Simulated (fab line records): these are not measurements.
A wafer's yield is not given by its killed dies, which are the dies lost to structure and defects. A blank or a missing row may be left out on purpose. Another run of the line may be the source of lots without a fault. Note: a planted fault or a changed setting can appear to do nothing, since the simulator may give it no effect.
Chamber matching | flow n5Finfet | N5_HKMG_FIN_ALD_71 on aldMetal-01 has 4 sister chambers
The step deposits TiN, target thk 1 nm, pulse time 1 s, purge time 3 s. 4 wafers are shown with their chamber, then 7 later ones without.

## WAFERS PAIRED WITH THEIR CHAMBERS
wafer  | chamber | heaterPowerW (W)
L082.1 | 2       | 984
L082.4 | 3       | 843
L083.1 | 0       | 1031
L083.2 | 1       | 922

## WAFERS WHOSE CHAMBER IS MISSING
wafer  | heaterPowerW (W)
L083.5 | 838
L087.3 | 1005
L087.4 | 952
L087.5 | 1023
L097.1 | 841
L097.3 | 938
L097.6 | 860

## CHAMBER TAKEN BY EACH
wafer  | from the rows above     | in truth
L083.5 | 3                       | 3
L087.3 | can't be placed: 2 or 0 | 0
L087.4 | can't be placed: 1 or 2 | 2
L087.5 | can't be placed: 0 or 2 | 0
L097.1 | 3                       | 3
L097.3 | can't be placed: 1 or 2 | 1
L097.6 | 3                       | 3
Correctly placed: 3 of 7. Not placeable from these rows: 4 (in 4, the candidates include the true chamber). Placed wrongly: 0.
How it was worked out, from the rows above alone: a wafer's distance from a chamber is the root of the sum, over the readings, of the square of ((its reading less the chamber's mean) divided by the reading's scatter). The wafer belongs to the nearest chamber; if the next one is less than 2 further off, it can't be placed. Each chamber's mean is taken over the wafers shown for it. The scatter: with one shown wafer a chamber, the root of the mean of the squares of how far each hidden wafer lies from its nearest shown one.
